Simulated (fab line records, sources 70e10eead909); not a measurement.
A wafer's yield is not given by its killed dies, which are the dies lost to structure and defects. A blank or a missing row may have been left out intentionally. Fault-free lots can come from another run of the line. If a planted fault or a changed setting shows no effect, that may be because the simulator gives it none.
Chamber matching    flow nandHarc    NHARC_P_GATE_DEP_103 on pecvd-02: 3 sister chambers
The step deposits SiON, target thk 30 nm. 3 wafers are shown with their chamber, then 7 later ones without.

## EACH WAFER AND ITS CHAMBER
wafer   chamber  heaterPowerW (W)
L613.5  1        695
L626.1  0        627
L626.2  2        843

## WAFERS WHOSE CHAMBER IS MISSING
wafer   heaterPowerW (W)
L626.5  863
L629.3  623
L629.4  863
L629.6  679
L630.1  839
L630.4  719
L630.6  636

## WHICH CHAMBER EACH ONE RAN IN
wafer    from the rows above   in truth
L626.5   2                     2
L629.3   0                     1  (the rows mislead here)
L629.4   2                     2
L629.6   1                     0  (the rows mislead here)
L630.1   2                     2
L630.4   1                     1
L630.6   0                     0
5 of 7 placed correctly. Number that these rows cannot place: 0. Wrongly placed: 2.
How it was worked out, from the rows above alone: a wafer's distance from a chamber is the root of the sum, over the readings, of the square of ((its reading less the chamber's mean) divided by the reading's scatter). If the next closest chamber is less than 2 further off than the closest, the wafer can't be placed; otherwise it belongs to the closest. The mean given for a chamber averages the wafers shown for that chamber. The scatter: with one shown wafer a chamber, the root of the mean of the squares of how far each hidden wafer lies from its nearest shown one.
